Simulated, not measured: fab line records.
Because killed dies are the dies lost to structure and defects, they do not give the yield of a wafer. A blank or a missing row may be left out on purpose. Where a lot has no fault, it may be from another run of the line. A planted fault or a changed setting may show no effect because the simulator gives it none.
fab line records	flow n5_finfet
[record] lots = 24	wafers = 72	last_day = 19
route steps=1938 shown BEOL_M1@840 BEOL_M2@866
lots that met no fault: taken from a fault-free run of the same line
start_h: start of the lot's first displayed wafer, in hours after the record's first day	wait_h: hours since the lot's step before	" identical to the entry in the row above	L1.1+2: a single row standing in for several wafers	- no value present, or no start provided	* or withheld: withheld	< > ~ a bound
route shown NAME@n: NAME is a module with steps in the file, n the number in the route of the first one	usual: mean/standard deviation of fault-free wafers	same: alike in all rows	chamber/n: place in a boat	sites: the reading at each site	_std_site: the standard deviation of these	_edge_site: the outer-site mean with the inner-site mean subtracted	radius_mm: for every site, how far away it sits from the centre of the wafer	mask NAME#n: copy n	behind: the most recent tool/chamber to have shaped the wafer	hold: why the lot was held/for how many hours/how that ended	device: transistor that didn't switch, given as n, p or np	end of line: at the end of the route, the tests of the same wafers	for a step that has no rows: nothing shown but its recipe	killed: at the first sort, the dies lost to defects and structure; wafer yield is something else	map: per-die view of a wafer (x killed, . not killed, _ where there is no die)
set.NAME: the setting as run; set.NAME@STEP: as run at that earlier step	model.NAME: the simulator's own value behind a step, which no gauge read
one table for each step of the route and one row for each wafer, over a sample of lots
services: when a tool's chamber went out of use (start_h, in hours from the record's first day, below 0 if earlier), for how many hours, and the reason
[[steps]]
[step N5_BEOL_M1_INSPECT_59]
[recipe] inspect_instrument = darkfield	mode = post_dep
[usual] raw_defect_count = 75/23
lot.wafer	tool	chamber	start_h	wait_h	raw_defect_count
L074.2	defect_inspect-01	-	133.77	0.0	61
L074.3	"	-	"	"	63
L074.5	"	-	"	"	68
L075.3	defect_inspect-01	-	138.00	0.0	67
L075.4	"	-	"	"	78
L075.6	"	-	"	"	64
L076.1	defect_inspect-02	-	141.61	0.0	89
L076.2	"	-	"	"	68
L076.6	"	-	"	"	90
L077.3	defect_inspect-02	-	156.01	0.0	38
L077.4	"	-	"	"	69
L077.5	"	-	"	"	73
L078.1	defect_inspect-01	-	159.71	0.0	173
L078.2	"	-	"	"	94
L078.4	"	-	"	"	79
L080.1	defect_inspect-01	-	166.85	0.0	99
L080.2	"	-	"	"	60
L080.6	"	-	"	"	49
L081.1	defect_inspect-02	-	169.58	0.0	111
L081.4	"	-	"	"	78
L081.6	"	-	"	"	59
L079.1	defect_inspect-01	-	171.40	0.0	53
L079.3	"	-	"	"	60
L079.6	"	-	"	"	53
L083.2	defect_inspect-02	-	185.19	0.0	81
L083.3	"	-	"	"	39
L083.4	"	-	"	"	64
L082.2	defect_inspect-02	-	194.00	0.0	79
L082.4	"	-	"	"	80
L082.5	"	-	"	"	43
L084.4	defect_inspect-01	-	202.49	0.0	67
L084.5	"	-	"	"	79
L084.6	"	-	"	"	46
L085.3	defect_inspect-01	-	204.59	0.0	96
L085.4	"	-	"	"	93
L085.5	"	-	"	"	66
L086.1	defect_inspect-01	-	212.17	0.0	78
L086.3	"	-	"	"	74
L086.5	"	-	"	"	91
L087.3	defect_inspect-01	-	214.18	0.0	60
L087.4	"	-	"	"	52
L087.6	"	-	"	"	45
L088.1	defect_inspect-02	-	228.07	0.0	105
L088.3	"	-	"	"	115
L088.4	"	-	"	"	102
L089.1	defect_inspect-02	-	231.31	0.0	82
L089.2	"	-	"	"	61
L089.6	"	-	"	"	115
L090.1	defect_inspect-01	-	233.80	0.0	69
L090.2	"	-	"	"	83
L090.4	"	-	"	"	67
L091.4	defect_inspect-01	-	247.62	0.0	60
L091.5	"	-	"	"	98
L091.6	"	-	"	"	40
L092.1	defect_inspect-02	-	250.91	0.0	46
L092.3	"	-	"	"	101
L092.4	"	-	"	"	51
L093.1	defect_inspect-02	-	252.86	0.0	64
L093.2	"	-	"	"	70
L093.5	"	-	"	"	64
L094.1	defect_inspect-02	-	269.07	0.0	98
L094.3	"	-	"	"	58
L094.5	"	-	"	"	57
L095.4	defect_inspect-02	-	269.34	0.0	87
L095.5	"	-	"	"	77
L095.6	"	-	"	"	90
L096.3	defect_inspect-01	-	269.89	0.0	56
L096.5	"	-	"	"	72
L096.6	"	-	"	"	47
L097.2	defect_inspect-01	-	272.45	0.0	56
L097.3	"	-	"	"	142
L097.5	"	-	"	"	64
[step N5_BEOL_M2_CD_MEAS_18]
[recipe] pitch_nm = 36	target_cd_nm = 18
[usual] cd_nm = 17.9/0.36
lot.wafer	tool	chamber	start_h	wait_h	cd_nm
L074.2	cd_sem-02	-	135.44	0.1	17.5
L074.3	"	-	"	"	18.0
L074.5	"	-	"	"	18.0
L075.3	cd_sem-03	-	139.50	0.1	18.2
L075.4	"	-	"	"	18.1
L075.6	"	-	"	"	18.2
L076.1	cd_sem-02	-	143.03	0.1	17.8
L076.2	"	-	"	"	18.3
L076.6	"	-	"	"	18.1
L077.3	cd_sem-01	-	157.71	0.1	18.2
L077.4	"	-	"	"	18.2
L077.5	"	-	"	"	18.5
L078.1	cd_sem-01	-	161.03	0.0	18.9
L078.2	"	-	"	"	18.5
L078.4	"	-	"	"	17.6
L080.1	cd_sem-03	-	169.83	0.1	18.4
L080.2	"	-	"	"	17.4
L080.6	"	-	"	"	18.2
L081.1	cd_sem-01	-	172.12	0.1	18.2
L081.4	"	-	"	"	17.8
L081.6	"	-	"	"	18.2
L079.1	cd_sem-02	-	173.30	0.0	17.4
L079.3	"	-	"	"	18.1
L079.6	"	-	"	"	17.6
L083.2	cd_sem-03	-	188.73	0.1	18.3
L083.3	"	-	"	"	18.2
L083.4	"	-	"	"	18.1
L082.2	cd_sem-02	-	195.39	0.1	17.2
L082.4	"	-	"	"	18.2
L082.5	"	-	"	"	17.8
L084.4	cd_sem-03	-	204.34	0.0	17.7
L084.5	"	-	"	"	18.3
L084.6	"	-	"	"	17.6
L085.3	cd_sem-01	-	209.75	0.1	18.1
L085.4	"	-	"	"	17.8
L085.5	"	-	"	"	17.9
L086.1	cd_sem-01	-	213.73	0.0	17.7
L086.3	"	-	"	"	17.6
L086.5	"	-	"	"	18.0
L087.3	cd_sem-01	-	217.57	0.1	18.1
L087.4	"	-	"	"	18.0
L087.6	"	-	"	"	18.3
L088.1	cd_sem-02	-	229.59	0.0	17.2
L088.3	"	-	"	"	17.6
L088.4	"	-	"	"	18.4
L089.1	cd_sem-03	-	234.55	0.1	18.4
L089.2	"	-	"	"	18.2
L089.6	"	-	"	"	18.7
L090.1	cd_sem-02	-	235.96	0.0	18.2
L090.2	"	-	"	"	17.4
L090.4	"	-	"	"	18.4
L091.4	cd_sem-03	-	251.21	0.0	17.8
L091.5	"	-	"	"	17.5
L091.6	"	-	"	"	17.7
L092.1	cd_sem-02	-	252.62	0.0	18.0
L092.3	"	-	"	"	18.1
L092.4	"	-	"	"	18.5
L093.1	cd_sem-01	-	256.19	0.0	17.7
L093.2	"	-	"	"	18.0
L093.5	"	-	"	"	18.2
L094.1	cd_sem-01	-	272.50	0.0	17.3
L094.3	"	-	"	"	17.8
L094.5	"	-	"	"	17.9
L095.4	cd_sem-01	-	272.60	0.1	18.0
L095.5	"	-	"	"	17.6
L095.6	"	-	"	"	17.8
L096.3	cd_sem-03	-	272.97	0.1	16.9
L096.5	"	-	"	"	18.0
L096.6	"	-	"	"	18.6
L097.2	cd_sem-03	-	274.48	0.1	18.2
L097.3	"	-	"	"	17.8
L097.5	"	-	"	"	18.8
[step N5_BEOL_M2_OVL_MEAS_29]
[recipe] points_per_wafer = 522
[usual] V1_OVL = 0.2/1
lot.wafer	tool	chamber	start_h	wait_h	V1_OVL[nm]
L074.2	overlay-01	0	135.79	0.0	-1.3
L074.3	"	0	"	"	-0.8
L074.5	"	0	"	"	-0.9
L075.3	overlay-02	0	139.86	0.0	0.5
L075.4	"	0	"	"	1.1
L075.6	"	0	"	"	0.4
L076.1	overlay-02	0	143.38	0.0	-0.8
L076.2	"	0	"	"	-0.9
L076.6	"	0	"	"	-0.7
L077.3	overlay-02	0	158.19	0.0	1.4
L077.4	"	0	"	"	1.2
L077.5	"	0	"	"	0.9
L078.1	overlay-02	0	161.38	0.0	0.5
L078.2	"	0	"	"	2.0
L078.4	"	0	"	"	1.2
L080.1	overlay-02	0	170.30	0.0	-1.0
L080.2	"	0	"	"	-2.0
L080.6	"	0	"	"	-1.0
L081.1	overlay-02	0	172.62	0.0	1.3
L081.4	"	0	"	"	0.2
L081.6	"	0	"	"	0.5
L079.1	overlay-01	0	173.65	0.0	0.2
L079.3	"	0	"	"	0.6
L079.6	"	0	"	"	1.2
L083.2	overlay-01	0	189.21	0.0	-0.7
L083.3	"	0	"	"	-0.4
L083.4	"	0	"	"	-0.2
L082.2	overlay-01	0	195.77	0.0	0.4
L082.4	"	0	"	"	-0.3
L082.5	"	0	"	"	-0.2
L084.4	overlay-02	0	204.71	0.0	0.5
L084.5	"	0	"	"	-0.7
L084.6	"	0	"	"	-0.5
L085.3	overlay-02	0	210.11	0.0	-1.2
L085.4	"	0	"	"	-0.5
L085.5	"	0	"	"	-1.5
L086.1	overlay-02	0	214.20	0.0	0.2
L086.3	"	0	"	"	0.0
L086.5	"	0	"	"	0.5
L087.3	overlay-01	0	218.05	0.0	-0.5
L087.4	"	0	"	"	-0.6
L087.6	"	0	"	"	-0.9
L088.1	overlay-01	0	229.94	0.0	-1.4
L088.3	"	0	"	"	0.4
L088.4	"	0	"	"	-0.4
L089.1	overlay-01	0	235.03	0.0	1.7
L089.2	"	0	"	"	1.0
L089.6	"	0	"	"	0.5
L090.1	overlay-01	0	236.31	0.0	1.5
L090.2	"	0	"	"	0.6
L090.4	"	0	"	"	0.7
L091.4	overlay-01	0	251.70	0.0	-0.4
L091.5	"	0	"	"	-0.8
L091.6	"	0	"	"	0.3
L092.1	overlay-01	0	252.97	0.0	-0.8
L092.3	"	0	"	"	-1.8
L092.4	"	0	"	"	-1.0
L093.1	overlay-01	0	256.66	0.0	2.0
L093.2	"	0	"	"	0.9
L093.5	"	0	"	"	2.4
L094.1	overlay-01	0	272.85	0.0	0.8
L094.3	"	0	"	"	0.9
L094.5	"	0	"	"	-0.4
L095.4	overlay-01	0	273.08	0.0	1.0
L095.5	"	0	"	"	1.6
L095.6	"	0	"	"	0.2
L096.3	overlay-01	0	273.47	0.0	2.4
L096.5	"	0	"	"	2.3
L096.6	"	0	"	"	1.1
L097.2	overlay-01	0	274.84	0.0	1.1
L097.3	"	0	"	"	1.2
L097.5	"	0	"	"	1.6
[step N5_BEOL_M2_ETCH_77]
[recipe] chemistry = N2/H2	target = underlayer	target_depth_a = 65	mask_material = CAR-EUV	time_s = 5.2	ion_energy_ev = 200	pressure_mtorr = 30	source_w = 840	bias_w = 150	n2_flow_sccm = 200	h2_flow_sccm = 200	ends = cleared
[usual] drypump_motor_current_A = 5.5/0.41	etch_rf_on_time_s = 5.17/0.15	oes_product_au = 0.68/0.058	rf_fwd_power_W = 819.7/2.6	rf_vpp_V = 523.9/2.8	showerhead_plenum_p_Torr = 2.55/0.096	throttle_valve_pct = 17.86/0.22
lot.wafer	tool	chamber	start_h	wait_h	drypump_motor_current_A	etch_rf_on_time_s	oes_product_au	rf_fwd_power_W	rf_hours_counter_h	rf_vpp_V	showerhead_plenum_p_Torr	throttle_valve_pct
L074.2	rie_diel-01	2	135.91	0.0	5.6	5.10	0.69	818.5	75	522.6	2.58	17.68
L074.3	"	1	"	"	5.8	5.18	0.69	816.9	82	520.9	2.44	17.43
L074.5	"	1	"	"	5.7	5.16	0.69	818.6	-	522.6	2.44	17.40
L075.3	rie_diel-04	3	140.04	0.0	5.7	5.24	0.62	817.5	184	528.0	2.63	17.88
L075.4	"	2	"	"	4.8	5.14	0.80	819.3	5	526.7	2.63	18.06
L075.6	"	0	"	"	5.6	4.97	0.61	822.2	-	517.4	2.43	18.02
L076.1	rie_diel-01	1	143.51	0.0	5.8	5.22	0.68	817.6	86	523.3	2.44	17.43
L076.2	"	3	"	"	5.5	5.14	0.65	819.0	119	520.0	2.47	18.13
L076.6	"	1	"	"	5.8	5.24	0.68	814.5	-	522.5	2.44	17.43
L077.3	rie_diel-02	3	158.30	0.0	4.9	5.16	0.74	819.2	40	525.1	2.62	18.01
L077.4	"	1	"	"	5.2	5.11	0.66	821.6	117	526.1	2.55	17.87
L077.5	"	2	"	"	5.8	5.71	0.65	821.7	-	527.7	2.70	17.97
L078.1	rie_diel-04	2	161.50	0.0	4.8	5.11	0.80	817.6	11	524.9	2.63	18.12
L078.2	"	3	"	"	5.7	5.22	0.62	819.3	189	524.6	2.63	17.91
L078.4	"	0	"	"	5.6	5.01	0.60	819.4	234	519.7	2.42	18.05
L080.1	rie_diel-01	1	170.65	0.0	5.7	5.29	0.68	819.1	94	520.5	2.44	17.44
L080.2	"	3	"	"	5.5	5.15	0.67	824.6	127	522.9	2.47	18.11
L080.6	"	1	"	"	5.7	5.27	0.69	819.3	-	522.5	2.44	17.44
L081.1	rie_diel-02	2	172.75	0.0	5.8	5.73	0.64	820.5	97	529.7	2.70	17.98
L081.4	"	0	"	"	6.1	5.09	0.68	818.2	120	521.2	2.43	17.81
L081.6	"	1	"	"	5.2	5.22	0.65	816.0	-	524.6	2.55	17.87
L079.1	rie_diel-02	0	173.78	0.0	6.2	5.01	0.69	821.8	121	520.5	2.43	17.80
L079.3	"	1	"	"	5.2	5.14	0.65	816.8	124	522.6	2.55	17.89
L079.6	"	2	"	"	5.8	5.66	0.64	824.1	-	528.4	2.70	17.98
L083.2	rie_diel-01	2	189.33	0.0	5.7	5.07	0.68	818.3	94	523.1	2.57	17.70
L083.3	"	3	"	"	5.4	5.08	0.66	818.3	135	522.8	2.46	18.15
L083.4	"	0	"	"	6.2	5.15	0.65	817.9	131	521.0	2.42	17.83
L082.2	rie_diel-01	3	195.89	0.0	5.4	5.22	0.63	820.7	136	520.8	2.46	18.15
L082.4	"	1	"	"	5.8	5.25	0.67	820.4	103	520.2	2.43	17.46
L082.5	"	1	"	"	5.8	5.27	0.68	816.3	-	522.1	2.43	17.47
L084.4	rie_diel-04	2	204.82	0.0	4.7	5.07	0.76	824.3	-	526.1	2.62	18.11
L084.5	"	3	"	"	5.6	5.15	0.62	823.0	-	525.8	2.62	17.94
L084.6	"	1	"	"	5.8	5.31	0.66	820.0	-	523.9	2.55	17.76
L085.3	rie_diel-01	1	210.22	0.0	5.8	5.22	0.67	820.0	106	521.2	2.43	17.47
L085.4	"	3	"	"	5.4	5.17	0.64	819.9	140	521.2	2.46	18.18
L085.5	"	2	"	"	5.6	5.15	0.66	825.8	-	522.9	2.57	17.73
L086.1	rie_diel-04	2	214.33	0.0	4.7	5.16	0.75	818.2	30	526.8	2.62	18.12
L086.3	"	1	"	"	5.8	5.34	0.64	823.3	146	523.5	2.55	17.77
L086.5	"	1	"	"	5.8	5.34	0.66	819.8	-	521.6	2.55	17.78
L087.3	rie_diel-01	1	218.18	0.0	5.8	5.24	0.67	820.5	109	519.6	2.43	17.46
L087.4	"	2	"	"	5.6	5.20	0.67	824.7	103	521.0	2.56	17.70
L087.6	"	1	"	"	5.8	5.24	0.67	824.0	-	523.1	2.43	17.46
L088.1	rie_diel-01	1	230.11	0.0	5.8	5.26	0.66	818.4	113	520.5	2.43	17.49
L088.3	"	2	"	"	5.6	5.16	0.67	820.6	107	525.1	2.56	17.72
L088.4	"	3	"	"	5.5	5.19	0.63	822.8	147	522.9	2.46	18.20
L089.1	rie_diel-04	0	235.15	0.0	5.6	4.85	0.84	816.1	8	527.3	2.73	17.74
L089.2	"	3	"	"	5.7	5.18	0.60	819.4	219	525.9	2.62	17.95
L089.6	"	3	"	"	5.7	5.14	0.60	820.4	-	526.2	2.62	17.98
L090.1	rie_diel-04	2	236.55	0.0	4.8	5.07	0.74	820.4	40	522.5	2.62	18.13
L090.2	"	3	"	"	5.7	5.04	0.61	815.8	220	524.7	2.61	17.99
L090.4	"	0	"	"	5.6	4.78	0.82	816.9	-	529.5	2.73	17.72
L091.4	rie_diel-04	2	251.83	0.0	4.7	5.23	0.72	820.8	-	524.9	2.62	18.13
L091.5	"	0	"	"	5.6	4.91	0.81	822.0	-	526.9	2.73	17.72
L091.6	"	3	"	"	5.6	5.22	0.59	819.3	-	527.1	2.61	17.98
L092.1	rie_diel-02	1	253.20	0.0	5.2	5.22	0.63	818.6	151	524.1	2.54	17.91
L092.3	"	0	"	"	6.2	5.08	0.66	821.8	149	521.6	2.42	17.86
L092.4	"	3	"	"	4.8	5.12	0.70	820.2	-	525.4	2.61	18.08
L093.1	rie_diel-04	3	256.87	0.0	5.7	5.24	0.60	822.9	228	527.0	2.61	17.98
L093.2	"	0	"	"	5.6	4.89	0.80	820.3	17	529.2	2.73	17.71
L093.5	"	3	"	"	5.7	5.19	0.60	820.6	-	526.3	2.61	17.99
L094.1	rie_diel-04	0	272.98	0.0	5.6	4.86	0.80	820.2	24	530.1	2.73	17.72
L094.3	"	1	"	"	5.8	5.33	0.64	819.4	150	524.0	2.55	17.77
L094.5	"	3	"	"	5.6	5.22	0.60	818.0	-	525.6	2.61	17.99
L095.4	rie_diel-01	1	273.19	0.0	5.8	5.30	0.65	823.3	130	519.3	2.42	17.50
L095.5	"	3	"	"	5.4	5.19	0.62	820.7	-	520.3	2.45	18.21
L095.6	"	2	"	"	5.6	5.20	0.65	821.2	-	525.2	2.56	17.73
L096.3	rie_diel-04	3	273.59	0.0	5.7	5.15	0.60	822.3	234	526.8	2.61	17.99
L096.5	"	2	"	"	4.8	5.17	0.72	821.7	-	527.5	2.61	18.16
L096.6	"	1	"	"	5.8	5.32	0.65	820.8	-	523.0	2.54	17.79
L097.2	rie_diel-01	1	274.96	0.0	5.8	5.35	0.65	815.1	130	521.0	2.42	17.50
L097.3	"	3	"	"	5.5	5.21	0.62	819.3	163	518.4	2.45	18.21
L097.5	"	0	"	"	6.2	5.20	0.62	822.3	-	522.2	2.41	17.89
[step N5_BEOL_M2_ALD_84]
[recipe] material = TaN	target_thk_a = *	temp_c = 275	ald_precursor_family = PDMAT	ald_co_reactant = NH3	pressure_torr = 3	carrier_flow_sccm = 1500	pulse_time_s = 2	purge_time_s = 3	co_reactant_purge_time_s = 2	co_reactant_pulse_time_s = 3	ald_cycles = 30	precursor_vessel_temp_c = 75	precursor_vessel_pressure_torr = 26.25	precursor_vessel_carrier_sccm = 1000
[usual] heater_power_w = 418/42	susceptor_temp_C = 274.99/0.18
lot.wafer	tool	chamber	start_h	wait_h	heater_power_w	susceptor_temp_C
L074.2	ald_metal-02	2	146.40	0.0	404	275.03
L074.3	"	0	"	"	404	275.08
L074.5	"	1	"	"	457	274.94
L075.3	ald_metal-02	1	152.45	0.0	449	275.07
L075.4	"	2	"	"	398	275.10
L075.6	"	3	"	"	361	274.82
L076.1	ald_metal-03	3	160.04	0.1	438	275.07
L076.2	"	0	"	"	438	275.11
L076.6	"	2	"	"	364	274.81
L077.3	ald_metal-04	1	161.75	0.0	478	274.82
L077.4	"	3	"	"	353	274.76
L077.5	"	3	"	"	368	274.81
L078.1	ald_metal-02	2	166.26	0.0	389	274.83
L078.2	"	3	"	"	349	275.22
L078.4	"	0	"	"	396	274.93
L080.1	ald_metal-04	3	174.86	0.0	356	274.86
L080.2	"	2	"	"	517	274.87
L080.6	"	3	"	"	348	274.96
L081.1	ald_metal-02	0	175.96	0.1	405	274.71
L081.4	"	2	"	"	400	274.96
L081.6	"	2	"	"	393	275.12
L079.1	ald_metal-03	1	184.85	0.1	396	275.05
L079.3	"	3	"	"	443	274.95
L079.6	"	2	"	"	372	274.73
L083.2	ald_metal-02	3	194.11	0.2	367	275.08
L083.3	"	2	"	"	403	275.05
L083.4	"	0	"	"	407	274.83
L082.2	ald_metal-03	0	197.29	0.1	423	274.93
L082.4	"	3	"	"	439	275.16
L082.5	"	2	"	"	373	275.04
L084.4	ald_metal-04	2	212.55	0.0	526	274.86
L084.5	"	3	"	"	347	274.90
L084.6	"	2	"	"	505	274.85
L085.3	ald_metal-03	0	215.29	0.1	417	274.86
L085.4	"	3	"	"	435	275.25
L085.5	"	0	"	"	416	275.00
L086.1	ald_metal-04	1	216.25	0.0	460	275.03
L086.3	"	0	"	"	463	274.97
L086.5	"	0	"	"	451	274.73
L087.3	ald_metal-03	1	224.84	0.0	409	275.07
L087.4	"	3	"	"	444	274.81
L087.6	"	3	"	"	441	275.00
L088.1	ald_metal-04	2	233.76	0.1	513	275.10
L088.3	"	1	"	"	463	275.01
L088.4	"	0	"	"	453	274.90
L089.1	ald_metal-03	3	240.05	0.0	441	274.53
L089.2	"	0	"	"	426	275.18
L089.6	"	1	"	"	409	274.77
L090.1	ald_metal-03	3	242.95	0.0	452	274.86
L090.2	"	2	"	"	379	274.79
L090.4	"	0	"	"	429	275.12
L091.4	ald_metal-04	3	253.03	0.1	345	275.07
L091.5	"	0	"	"	447	275.17
L091.6	"	1	"	"	457	275.13
L092.1	ald_metal-03	1	257.96	0.1	403	274.90
L092.3	"	0	"	"	414	275.06
L092.4	"	2	"	"	367	275.00
L093.1	ald_metal-02	0	262.88	0.1	413	274.93
L093.2	"	1	"	"	455	275.07
L093.5	"	1	"	"	451	275.18
L094.1	ald_metal-02	0	279.81	0.2	407	274.98
L094.3	"	1	"	"	462	274.95
L094.5	"	2	"	"	388	275.20
L095.4	ald_metal-03	3	281.72	0.0	432	274.77
L095.5	"	1	"	"	404	274.94
L095.6	"	2	"	"	375	275.08
L096.3	ald_metal-02	0	282.15	0.0	398	275.01
L096.5	"	0	"	"	401	274.75
L096.6	"	3	"	"	369	275.13
L097.2	ald_metal-03	1	286.59	0.0	408	275.40
L097.3	"	3	"	"	444	275.10
L097.5	"	0	"	"	433	274.98
[step N5_BEOL_M2_SPUTTER_90]
[recipe] material = Cu	target_thk_a = 45	temp_c = -20	chamber_pressure_pa = 0.07	power_w = withheld	time_s = 8.29
[usual] susceptor_temp_C = -20.00/0.11	throttle_valve_pct = 30.2/0.92
lot.wafer	tool	chamber	start_h	wait_h	susceptor_temp_C	throttle_valve_pct
L074.2	pvd_sputter-02	-	149.11	0.1	-19.97	31.2
L074.3	"	-	"	"	-19.94	30.4
L074.5	"	-	"	"	-20.05	31.1
L075.3	pvd_sputter-01	-	154.55	0.1	-19.93	31.1
L075.4	"	-	"	"	-20.00	30.1
L075.6	"	-	"	"	-19.92	29.8
L076.1	pvd_sputter-03	-	161.72	0.1	-20.15	30.4
L076.2	"	-	"	"	-19.80	30.2
L076.6	"	-	"	"	-20.00	30.5
L077.3	pvd_sputter-03	-	163.88	0.1	-20.01	30.4
L077.4	"	-	"	"	-20.11	30.3
L077.5	"	-	"	"	-19.98	30.2
L078.1	pvd_sputter-03	-	169.39	0.1	-20.23	30.6
L078.2	"	-	"	"	-20.10	30.1
L078.4	"	-	"	"	-20.16	30.3
L080.1	pvd_sputter-03	-	176.43	0.1	-20.04	30.5
L080.2	"	-	"	"	-20.01	30.9
L080.6	"	-	"	"	-20.00	30.2
L081.1	pvd_sputter-01	-	179.91	0.1	-20.08	30.3
L081.4	"	-	"	"	-20.01	30.9
L081.6	"	-	"	"	-19.85	31.3
L079.1	pvd_sputter-03	-	186.69	0.1	-20.10	30.4
L079.3	"	-	"	"	-19.96	30.4
L079.6	"	-	"	"	-19.78	30.3
L083.2	pvd_sputter-01	-	197.35	0.1	-19.93	30.1
L083.3	"	-	"	"	-20.16	31.2
L083.4	"	-	"	"	-20.00	30.6
L082.2	pvd_sputter-03	-	199.03	0.1	-19.92	30.2
L082.4	"	-	"	"	-20.11	30.2
L082.5	"	-	"	"	-19.85	30.6
L084.4	pvd_sputter-02	-	214.35	0.1	-20.06	31.4
L084.5	"	-	"	"	-19.80	31.2
L084.6	"	-	"	"	-19.98	28.3
L085.3	pvd_sputter-02	-	216.91	0.1	-20.10	30.1
L085.4	"	-	"	"	-20.02	30.3
L085.5	"	-	"	"	-20.02	31.2
L086.1	pvd_sputter-03	-	217.93	0.1	-20.00	30.2
L086.3	"	-	"	"	-19.86	30.1
L086.5	"	-	"	"	-20.16	31.0
L087.3	pvd_sputter-01	-	227.85	0.1	-19.97	30.8
L087.4	"	-	"	"	-19.99	30.6
L087.6	"	-	"	"	-20.07	28.1
L088.1	pvd_sputter-03	-	235.48	0.1	-20.06	30.4
L088.3	"	-	"	"	-20.01	30.2
L088.4	"	-	"	"	-19.84	31.0
L089.1	pvd_sputter-02	-	241.77	0.1	-20.04	29.9
L089.2	"	-	"	"	-20.07	31.2
L089.6	"	-	"	"	-20.01	31.2
L090.1	pvd_sputter-01	-	244.85	0.1	-20.08	31.0
L090.2	"	-	"	"	-20.22	30.6
L090.4	"	-	"	"	-20.15	28.0
L091.4	pvd_sputter-03	-	256.74	0.1	-20.06	30.1
L091.5	"	-	"	"	-20.03	30.9
L091.6	"	-	"	"	-20.08	30.2
L092.1	pvd_sputter-01	-	261.66	0.1	-19.92	31.0
L092.3	"	-	"	"	-20.03	30.3
L092.4	"	-	"	"	-20.00	29.9
L093.1	pvd_sputter-03	-	264.68	0.1	-19.88	30.3
L093.2	"	-	"	"	-20.10	30.3
L093.5	"	-	"	"	-20.08	31.1
L094.1	pvd_sputter-02	-	281.43	0.1	-20.09	29.7
L094.3	"	-	"	"	-20.14	31.0
L094.5	"	-	"	"	-20.20	31.4
L095.4	pvd_sputter-02	-	283.35	0.1	-20.04	28.2
L095.5	"	-	"	"	-20.05	29.8
L095.6	"	-	"	"	-20.10	28.2
L096.3	pvd_sputter-01	-	285.19	0.1	-19.92	29.7
L096.5	"	-	"	"	-20.11	29.9
L096.6	"	-	"	"	-19.96	30.7
L097.2	pvd_sputter-02	-	288.35	0.1	-19.95	30.3
L097.3	"	-	"	"	-19.97	28.2
L097.5	"	-	"	"	-20.13	30.3
[[services]]
tool	chamber	start_h	hours	kind
rie_diel-01	-	116.22	0.3	repair
rie_diel-04	-	134.04	2.8	pm
pvd_sputter-03	-	138.10	13.5	repair
pvd_sputter-02	-	177.90	0.7	repair
rie_diel-02	2	180.71	1.5	repair
rie_diel-02	3	182.82	5.4	repair
rie_diel-04	0	204.10	-	clean
rie_diel-04	0	204.10	-	consumable_replace:focus_ring
rie_diel-04	0	204.10	-	consumable_replace:showerhead
rie_diel-04	0	204.10	12.5	scheduled_down
rie_diel-04	0	204.10	12.5	vent_cycle
ald_metal-04	-	205.36	2.8	pm
rie_diel-01	-	205.96	2.7	repair
rie_diel-04	1	218.53	47.5	repair
rie_diel-02	2	251.79	2.0	repair
ald_metal-02	3	253.62	16.2	repair
rie_diel-02	0	254.07	3.1	repair
ald_metal-02	-	261.33	0.9	repair
ald_metal-03	2	283.38	11.2	repair
[[key]]
fault none
